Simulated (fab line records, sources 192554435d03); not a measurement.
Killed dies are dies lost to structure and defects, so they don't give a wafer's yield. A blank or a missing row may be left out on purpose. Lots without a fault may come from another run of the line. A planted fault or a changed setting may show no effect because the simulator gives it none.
Problem report in the 8D (eight disciplines) form, filled by code | flow n5_finfet | the parts of the form that need people (team, actions taken, sign-off) are left out

1. THE PROBLEM
killed_at_M4_up at N5_PASSIVATION_PROBE_49 reads a mean of 150 on 2 wafers of 2 lots; wafers without a fault read 14 with a standard deviation of 5.2. That is +26 standard deviations from the usual mean.
First seen on wafer L641.4, day 15 06:04, on prober-02. The record holds 2 wafers of 2 lots with a number at this step. Rule for "out", or "out of limits": more than 4 standard deviations from the usual mean. The other wafers with a number count as sound.

2. WHAT IT IS AND WHAT IT IS NOT
question                    | is                                                                                                   | is not
which readings at this step | killed_at_M4_up, defect_limited_yield, killed_dies, sort_bin_5_function, sort_n_pass, sort_yield_pct | killed_at_M0_to_M3, killed_at_contacts, killed_at_front_end, killed_short
which lots                  | L641, L645                                                                                           | -
which wafers of those lots  | all that have a number                                                                               | -
read on which tools         | prober-01, prober-02                                                                                 | -
when                        | from day 15 06:04                                                                                    | up to then (0 sound wafers)

3. SUSPECTS, AND WHAT RULES EACH OUT
Counting: a tool at a process step up to the reading stays a suspect if it ran every lot that is out and no sound lot after the first of them.
- pvd_sputter-01 at N5_BEOL_M4_SPUTTER_90 (material Cu, target thk 4.5 nm, time 8.29 s): kept. It ran every lot that is out, first L641 (day 10 10:57), and no sound lot after that.
- pvd_sputter-01 at N5_BEOL_M4_ANNEAL_91 (time 240 s): kept. It ran every lot that is out, first L641 (day 10 11:02), and no sound lot after that.
- pecvd-03 at N5_BEOL_M5_ILD_DEP_00 (deposits SiCOH lowk from DEMS/porogen, target thk 140.64 nm, time 25.9 s): kept. It ran every lot that is out, first L641 (day 10 16:26), and no sound lot after that.
Left after counting: pvd_sputter-01 at N5_BEOL_M4_SPUTTER_90, pvd_sputter-01 at N5_BEOL_M4_ANNEAL_91, pecvd-03 at N5_BEOL_M5_ILD_DEP_00.

4. THE CAUSE (what the simulator had put in)
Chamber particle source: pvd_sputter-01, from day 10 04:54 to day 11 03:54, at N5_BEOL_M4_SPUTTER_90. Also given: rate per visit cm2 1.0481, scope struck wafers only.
Counting left 3 suspects, and this tool is among them.

5. THE CHAIN OF EFFECTS, in route order
Each row: a reading whose mean over the struck wafers that have a number lies more than 3 standard deviations from the usual. Only readings for which the record gives a usual standard deviation are gone through. hours: the time from each lot's start at the first step in this table that gives one to its start at this step, as a median over the lots. sigmas: the change in usual standard deviations.
hours | step                    | reading              | usual  | on struck wafers | change | sigmas
0     | N5_PASSIVATION_PROBE_49 | defect_limited_yield | 91.3 % | 80.4             | -10.9  | -8.4
0     | N5_PASSIVATION_PROBE_49 | killed_at_M4_up      | 14     | 150              | +136   | +26
0     | N5_PASSIVATION_PROBE_49 | killed_dies          | 103    | 231              | +128   | +8.5
0     | N5_PASSIVATION_PROBE_49 | sort_bin_5_function  | 5.1 %  | 12.5             | +7.4   | +8.4
0     | N5_PASSIVATION_PROBE_49 | sort_n_pass          | 1077   | 949              | -128   | -8.5
0     | N5_PASSIVATION_PROBE_49 | sort_yield_pct       | 91.3 % | 80.4             | -10.9  | -8.4
The process steps in it:
- N5_PASSIVATION_PROBE_49

6. WHAT WOULD HAVE CAUGHT IT SOONER
In this record the first reading out of limits was taken at day 15 06:04, 121 hours after the fault began at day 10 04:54.
Of the tool readings at N5_BEOL_M4_SPUTTER_90 for which the record gives a usual standard deviation, none was out on any struck wafer, so an alarm limit of 4 standard deviations on them would not have fired.
All the lots that are out (2) had begun N5_BEOL_M4_SPUTTER_90 on pvd_sputter-01 by day 15 06:04. A hold on the tool at that time would have spared none of them.
